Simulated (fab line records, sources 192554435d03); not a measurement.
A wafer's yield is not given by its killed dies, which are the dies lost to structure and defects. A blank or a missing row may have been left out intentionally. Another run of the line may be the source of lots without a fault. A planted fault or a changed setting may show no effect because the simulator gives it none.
The tool behind it: which one? || flow n5 finfet || 11 lots with 31 wafers sampled at 6 steps, on a route of 1938 steps

WHAT THE GAUGES SHOWED, per wafer
Not one reading of a measure or inspect step in the record can be checked against a usual standard deviation.

WHICH TOOL RAN EACH LOT (tool, then ch and the chambers of the sampled wafers, then the start)
{"lot": "L727", "N5_BEOL_M7_ETCH_41": "rie diel-01 ch 0,2,3, day 9 20:46 or earlier", "N5_BEOL_M7_CURE_75": "uv cure-01 ch 2, day 9 20:46", "N5_BEOL_M7_ALD_77": "ald metal-01 ch 0,2,3, day 9 21:17", "N5_BEOL_M7_ECD_50": "ecd cu-02 ch 0, day 9 23:39", "N5_BEOL_M7_CMP_52": "cmp-01 ch 1,3, day 10 00:05", "N5_PASSIVATION_PROBE_49": "-"}
{"lot": "L728", "N5_BEOL_M7_ETCH_41": "rie diel-01 ch 0,1,2, day 10 06:34 or earlier", "N5_BEOL_M7_CURE_75": "uv cure-02 ch 2, day 10 06:34", "N5_BEOL_M7_ALD_77": "ald metal-04 ch 1,2,3, day 10 07:20", "N5_BEOL_M7_ECD_50": "ecd cu-01 ch 0,1, day 10 08:07", "N5_BEOL_M7_CMP_52": "cmp-02 ch 0,1,2, day 10 08:43", "N5_PASSIVATION_PROBE_49": "prober-02, day 13 15:59"}
{"lot": "L734", "N5_BEOL_M7_ETCH_41": "rie diel-02 ch 1,2, day 11 09:25 or earlier", "N5_BEOL_M7_CURE_75": "uv cure-03 ch 0, day 11 09:25", "N5_BEOL_M7_ALD_77": "ald metal-04 ch 0,1,2, day 11 10:02", "N5_BEOL_M7_ECD_50": "ecd cu-02 ch 0,1, day 11 10:43", "N5_BEOL_M7_CMP_52": "cmp-04 ch 0,3, day 11 11:53", "N5_PASSIVATION_PROBE_49": "prober-02, day 14 16:22"}
{"lot": "L730", "N5_BEOL_M7_ETCH_41": "rie diel-02 ch 2,3, day 11 17:50 or earlier", "N5_BEOL_M7_CURE_75": "uv cure-02 ch 0, day 11 17:50", "N5_BEOL_M7_ALD_77": "ald metal-02 ch 1,2, day 11 18:23", "N5_BEOL_M7_ECD_50": "ecd cu-01 ch 0,1, day 11 19:05", "N5_BEOL_M7_CMP_52": "cmp-02 ch 0,1,3, day 11 19:49", "N5_PASSIVATION_PROBE_49": "-"}
{"lot": "L737", "N5_BEOL_M7_ETCH_41": "rie diel-06 ch 0,1,3, day 12 04:24 or earlier", "N5_BEOL_M7_CURE_75": "uv cure-02 ch 1, day 12 04:24", "N5_BEOL_M7_ALD_77": "ald metal-04 ch 1,2,3, day 12 05:12", "N5_BEOL_M7_ECD_50": "ecd cu-02 ch 0,1, day 12 07:34", "N5_BEOL_M7_CMP_52": "cmp-01 ch 0,1,3, day 12 08:08", "N5_PASSIVATION_PROBE_49": "-"}
{"lot": "L739", "N5_BEOL_M7_ETCH_41": "rie diel-02 ch 1,2,3, day 12 19:17 or earlier", "N5_BEOL_M7_CURE_75": "uv cure-02 ch 0, day 12 19:17", "N5_BEOL_M7_ALD_77": "ald metal-01 ch 0,1,2, day 12 19:43", "N5_BEOL_M7_ECD_50": "ecd cu-02 ch 0,1, day 12 20:21", "N5_BEOL_M7_CMP_52": "cmp-01 ch 0,1,3, day 12 21:05", "N5_PASSIVATION_PROBE_49": "-"}
{"lot": "L740", "N5_BEOL_M7_ETCH_41": "rie diel-02 ch 0,1, day 12 23:03 or earlier", "N5_BEOL_M7_CURE_75": "uv cure-02 ch 0, day 12 23:03", "N5_BEOL_M7_ALD_77": "ald metal-01 ch 0,1, day 12 23:37", "N5_BEOL_M7_ECD_50": "ecd cu-02 ch 1, day 13 02:20", "N5_BEOL_M7_CMP_52": "cmp-01 ch 0,2, day 13 02:55", "N5_PASSIVATION_PROBE_49": "-"}
{"lot": "L743", "N5_BEOL_M7_ETCH_41": "rie diel-06 ch 0,1,2, day 13 20:08 or earlier", "N5_BEOL_M7_CURE_75": "uv cure-03 ch 0, day 13 20:08", "N5_BEOL_M7_ALD_77": "ald metal-01 ch 0,2,3, day 13 21:49", "N5_BEOL_M7_ECD_50": "ecd cu-01 ch 0,1, day 13 22:32", "N5_BEOL_M7_CMP_52": "cmp-04 ch 0,2, day 13 22:56", "N5_PASSIVATION_PROBE_49": "-"}
{"lot": "L744", "N5_BEOL_M7_ETCH_41": "rie diel-02 ch 1, day 14 05:57 or earlier", "N5_BEOL_M7_CURE_75": "uv cure-01 ch 0, day 14 05:57", "N5_BEOL_M7_ALD_77": "ald metal-04 ch 0,1, day 14 06:34", "N5_BEOL_M7_ECD_50": "ecd cu-01 ch 1, day 14 07:30", "N5_BEOL_M7_CMP_52": "cmp-04 ch 0,2, day 14 08:01", "N5_PASSIVATION_PROBE_49": "prober-01, day 17 12:13"}
{"lot": "L745", "N5_BEOL_M7_ETCH_41": "rie diel-01 ch 1,2, day 14 09:09 or earlier", "N5_BEOL_M7_CURE_75": "uv cure-02 ch 0, day 14 09:09", "N5_BEOL_M7_ALD_77": "ald metal-01 ch 1,3, day 14 10:06", "N5_BEOL_M7_ECD_50": "ecd cu-01 ch 1, day 14 10:48", "N5_BEOL_M7_CMP_52": "cmp-04 ch 1,3, day 14 11:29", "N5_PASSIVATION_PROBE_49": "prober-01, day 17 14:23"}
{"lot": "L746", "N5_BEOL_M7_ETCH_41": "rie diel-02 ch 1,2,3, day 14 18:59 or earlier", "N5_BEOL_M7_CURE_75": "uv cure-02 ch 0, day 14 18:59", "N5_BEOL_M7_ALD_77": "ald metal-01 ch 0,2,3, day 14 19:25", "N5_BEOL_M7_ECD_50": "ecd cu-02 ch 0,1, day 14 20:16", "N5_BEOL_M7_CMP_52": "cmp-02 ch 0,3, day 14 20:50", "N5_PASSIVATION_PROBE_49": "prober-01, day 18 06:50"}
- N5_BEOL_M7_ETCH_41: etches SiCN in CH3F/O2, target depth 31.9 nm, time 57.8 s.
- N5_BEOL_M7_CURE_75: cures SiCOH lowk, time 120 s.
- N5_BEOL_M7_ALD_77: deposits TaN, target thk 2 nm, pulse time 2 s, purge time 3 s.
- N5_BEOL_M7_ECD_50: material Cu, target thk 300 nm.
- N5_BEOL_M7_CMP_52: polishes, stops on SiCOH lowk, t overpolish 6.9 s, target thk 80 nm.
- N5_PASSIVATION_PROBE_49

AS READ BY THE TOOLS THEMSELVES (means over the sampled wafers that have a number; for cases with no such wafer, the mark the record gives instead)
N5_BEOL_M7_ETCH_41.
{"lot": "L727", "tool": "rie diel-01", "drypump motor current A (A)": 6.1, "mfc ar sccm (sccm)": 150.3, "oes product au (a.u.)": 0.82, "rf vpp V (V)": 296.1, "showerhead plenum p Torr (Torr)": 1.96, "throttle valve pct (%)": 16.20}
{"lot": "L728", "tool": "rie diel-01", "drypump motor current A (A)": 5.9, "mfc ar sccm (sccm)": 150.2, "oes product au (a.u.)": 0.81, "rf vpp V (V)": 296.5, "showerhead plenum p Torr (Torr)": 1.96, "throttle valve pct (%)": 16.20}
{"lot": "L734", "tool": "rie diel-02", "drypump motor current A (A)": 5.9, "mfc ar sccm (sccm)": 150.2, "oes product au (a.u.)": 0.79, "rf vpp V (V)": 298.7, "showerhead plenum p Torr (Torr)": 2.02, "throttle valve pct (%)": 16.52}
{"lot": "L730", "tool": "rie diel-02", "drypump motor current A (A)": 6.2, "mfc ar sccm (sccm)": 150.2, "oes product au (a.u.)": 0.78, "rf vpp V (V)": 297.5, "showerhead plenum p Torr (Torr)": 2.02, "throttle valve pct (%)": 16.44}
{"lot": "L737", "tool": "rie diel-06", "drypump motor current A (A)": 5.4, "mfc ar sccm (sccm)": 149.8, "oes product au (a.u.)": 0.78, "rf vpp V (V)": 297.3, "showerhead plenum p Torr (Torr)": 2.00, "throttle valve pct (%)": 16.34}
{"lot": "L739", "tool": "rie diel-02", "drypump motor current A (A)": 6.0, "mfc ar sccm (sccm)": 149.8, "oes product au (a.u.)": 0.81, "rf vpp V (V)": 297.1, "showerhead plenum p Torr (Torr)": 2.00, "throttle valve pct (%)": 16.46}
{"lot": "L740", "tool": "rie diel-02", "drypump motor current A (A)": 5.3, "mfc ar sccm (sccm)": 150.0, "oes product au (a.u.)": 0.87, "rf vpp V (V)": 296.3, "showerhead plenum p Torr (Torr)": 1.94, "throttle valve pct (%)": 16.32}
{"lot": "L743", "tool": "rie diel-06", "drypump motor current A (A)": 5.8, "mfc ar sccm (sccm)": 150.4, "oes product au (a.u.)": 0.76, "rf vpp V (V)": 297.1, "showerhead plenum p Torr (Torr)": 1.98, "throttle valve pct (%)": 16.40}
{"lot": "L744", "tool": "rie diel-02", "drypump motor current A (A)": 5.8, "mfc ar sccm (sccm)": 150.1, "oes product au (a.u.)": 0.91, "rf vpp V (V)": 296.3, "showerhead plenum p Torr (Torr)": 1.95, "throttle valve pct (%)": 16.47}
{"lot": "L745", "tool": "rie diel-01", "drypump motor current A (A)": 5.7, "mfc ar sccm (sccm)": 150.2, "oes product au (a.u.)": 0.72, "rf vpp V (V)": 296.0, "showerhead plenum p Torr (Torr)": 1.94, "throttle valve pct (%)": 16.41}
{"lot": "L746", "tool": "rie diel-02", "drypump motor current A (A)": 6.0, "mfc ar sccm (sccm)": 150.1, "oes product au (a.u.)": 0.79, "rf vpp V (V)": 296.5, "showerhead plenum p Torr (Torr)": 2.00, "throttle valve pct (%)": 16.51}

N5_BEOL_M7_CURE_75.
{"lot": "L727", "tool": "uv cure-01", "lamp power pct (%)": 52.34, "wafer_temp_C_max": 372.3}
{"lot": "L728", "tool": "uv cure-02", "lamp power pct (%)": 52.28, "wafer_temp_C_max": 372.1}
{"lot": "L734", "tool": "uv cure-03", "lamp power pct (%)": 52.31, "wafer_temp_C_max": 371.7}
{"lot": "L730", "tool": "uv cure-02", "lamp power pct (%)": 52.34, "wafer_temp_C_max": 371.3}
{"lot": "L737", "tool": "uv cure-02", "lamp power pct (%)": 52.34, "wafer_temp_C_max": 371.1}
{"lot": "L739", "tool": "uv cure-02", "lamp power pct (%)": 52.30, "wafer_temp_C_max": 371.1}
{"lot": "L740", "tool": "uv cure-02", "lamp power pct (%)": 52.37, "wafer_temp_C_max": 371.9}
{"lot": "L743", "tool": "uv cure-03", "lamp power pct (%)": 52.28, "wafer_temp_C_max": 371.6}
{"lot": "L744", "tool": "uv cure-01", "lamp power pct (%)": 52.30, "wafer_temp_C_max": 371.8}
{"lot": "L745", "tool": "uv cure-02", "lamp power pct (%)": 52.30, "wafer_temp_C_max": 371.4}
{"lot": "L746", "tool": "uv cure-02", "lamp power pct (%)": 52.31, "wafer_temp_C_max": 371.2}

N5_BEOL_M7_ALD_77.
{"lot": "L727", "tool": "ald metal-01", "heater power w (W)": 427}
{"lot": "L728", "tool": "ald metal-04", "heater power w (W)": 435}
{"lot": "L734", "tool": "ald metal-04", "heater power w (W)": 455}
{"lot": "L730", "tool": "ald metal-02", "heater power w (W)": 373}
{"lot": "L737", "tool": "ald metal-04", "heater power w (W)": 431}
{"lot": "L739", "tool": "ald metal-01", "heater power w (W)": 394}
{"lot": "L740", "tool": "ald metal-01", "heater power w (W)": 405}
{"lot": "L743", "tool": "ald metal-01", "heater power w (W)": 428}
{"lot": "L744", "tool": "ald metal-04", "heater power w (W)": 422}
{"lot": "L745", "tool": "ald metal-01", "heater power w (W)": 410}
{"lot": "L746", "tool": "ald metal-01", "heater power w (W)": 422}

N5_BEOL_M7_CMP_52.
{"lot": "L727", "tool": "cmp-01", "motor current A (A)": 6.0, "platen rpm (rpm)": 50.009, "retaining ring pressure frac": 1.003, "time to endpoint s (s)": 59}
{"lot": "L728", "tool": "cmp-02", "motor current A (A)": 6.2, "platen rpm (rpm)": 49.996, "retaining ring pressure frac": 1.003, "time to endpoint s (s)": 62}
{"lot": "L734", "tool": "cmp-04", "motor current A (A)": 6.5, "platen rpm (rpm)": 50.006, "retaining ring pressure frac": 1.004, "time to endpoint s (s)": 65}
{"lot": "L730", "tool": "cmp-02", "motor current A (A)": 5.9, "platen rpm (rpm)": 50.031, "retaining ring pressure frac": 0.998, "time to endpoint s (s)": 61}
{"lot": "L737", "tool": "cmp-01", "motor current A (A)": 6.2, "platen rpm (rpm)": 50.016, "retaining ring pressure frac": 0.997, "time to endpoint s (s)": 63}
{"lot": "L739", "tool": "cmp-01", "motor current A (A)": 6.0, "platen rpm (rpm)": 50.003, "retaining ring pressure frac": 1.002, "time to endpoint s (s)": 59}
{"lot": "L740", "tool": "cmp-01", "motor current A (A)": 6.4, "platen rpm (rpm)": 50.009, "retaining ring pressure frac": 1.002, "time to endpoint s (s)": 58}
{"lot": "L743", "tool": "cmp-04", "motor current A (A)": 5.5, "platen rpm (rpm)": 49.967, "retaining ring pressure frac": 1.000, "time to endpoint s (s)": 42}
{"lot": "L744", "tool": "cmp-04", "motor current A (A)": 5.6, "platen rpm (rpm)": 50.013, "retaining ring pressure frac": 0.997, "time to endpoint s (s)": 48}
{"lot": "L745", "tool": "cmp-04", "motor current A (A)": 6.5, "platen rpm (rpm)": 49.992, "retaining ring pressure frac": 0.990, "time to endpoint s (s)": 50}
{"lot": "L746", "tool": "cmp-02", "motor current A (A)": 5.8, "platen rpm (rpm)": 49.995, "retaining ring pressure frac": 0.998, "time to endpoint s (s)": 59}

N5_PASSIVATION_PROBE_49.
{"lot": "L728", "tool": "prober-02", "defect limited yield (%)": 92.3, "killed_at_M0_to_M3": 21, "killed_at_M4_up": 10, "killed at contacts": 15, "killed at front end": 40, "killed at other": 5, "killed dies": 91, "killed open": 59, "killed short": 31, "sort_bin_5_function (%)": 4.3, "sort_bin_6_memory (%)": 3.1, "sort_bin_8_speed (%)": 0.00, "sort n pass": 1089, "sort yield pct (%)": 92.3}
{"lot": "L734", "tool": "prober-02", "defect limited yield (%)": 92.7, "killed_at_M0_to_M3": 25, "killed_at_M4_up": 10, "killed at contacts": 17, "killed at front end": 31, "killed at other": 3, "killed dies": 86, "killed open": 56, "killed short": 30, "sort_bin_5_function (%)": 4.4, "sort_bin_6_memory (%)": 2.7, "sort_bin_8_speed (%)": 0.00, "sort n pass": 1094, "sort yield pct (%)": 92.7}
{"lot": "L744", "tool": "prober-01", "defect limited yield (%)": 90.1, "killed_at_M0_to_M3": 34, "killed_at_M4_up": 22, "killed at contacts": 13, "killed at front end": 38, "killed at other": 10, "killed dies": 117, "killed open": 78, "killed short": 36, "sort_bin_5_function (%)": 5.8, "sort_bin_6_memory (%)": 3.7, "sort_bin_8_speed (%)": 0.17, "sort n pass": 1061, "sort yield pct (%)": 90.0}
{"lot": "L745", "tool": "prober-01", "defect limited yield (%)": 92.1, "killed_at_M0_to_M3": 32, "killed_at_M4_up": 9, "killed at contacts": 8, "killed at front end": 41, "killed at other": 3, "killed dies": 93, "killed open": 50, "killed short": 43, "sort_bin_5_function (%)": 4.8, "sort_bin_6_memory (%)": 2.8, "sort_bin_8_speed (%)": 0.00, "sort n pass": 1087, "sort yield pct (%)": 92.1}
{"lot": "L746", "tool": "prober-01", "defect limited yield (%)": 92.9, "killed_at_M0_to_M3": 23, "killed_at_M4_up": 18, "killed at contacts": 9, "killed at front end": 29, "killed at other": 5, "killed dies": 84, "killed open": 54, "killed short": 29, "sort_bin_5_function (%)": 4.0, "sort_bin_6_memory (%)": 2.8, "sort_bin_8_speed (%)": 0.00, "sort n pass": 1096, "sort yield pct (%)": 92.9}

THE ANSWER, worked out from the rows above alone
Rule: usual is defined by the lots themselves. Put in order of their means at a reading, lots are off if they are a third of the lots or fewer, leave a main group of 4 or more, and stand apart from it by a gap of 3 or more times the standard deviation of the main group's means; of several such gaps the widest counts. A main group is skipped when, at the precision printed for the reading in the tables above, its means are all equal. Also off: a lot with no number at a reading for which 4 or more lots have one. All remaining lots with rows at the step are treated as sound. Order of review: gauges by route order, followed by the tools' own readings, for which a lot's mean as printed above is used. At the first step where some lot is off, the reading lying furthest off is the one used; lots without a number count as furthest.
Off, at N5_BEOL_M7_CMP_52 on time to endpoint s: L743, L744, L745. The main group has a mean of 61 s with a standard deviation of 2.3.
If a tool, at that step or one of the process steps before it, ran each lot that is off and ran no sound lot following the first of them, it fits. With no start given for some of its lots, N5_BEOL_M7_ETCH_41 uses the hours and lot order of N5_BEOL_M7_CURE_75. 2 tools fit, ecd cu-01 at N5_BEOL_M7_ECD_50 and cmp-04 at N5_BEOL_M7_CMP_52, so this cannot tell which one it is.

WHAT THE SIMULATOR HAD INSERTED
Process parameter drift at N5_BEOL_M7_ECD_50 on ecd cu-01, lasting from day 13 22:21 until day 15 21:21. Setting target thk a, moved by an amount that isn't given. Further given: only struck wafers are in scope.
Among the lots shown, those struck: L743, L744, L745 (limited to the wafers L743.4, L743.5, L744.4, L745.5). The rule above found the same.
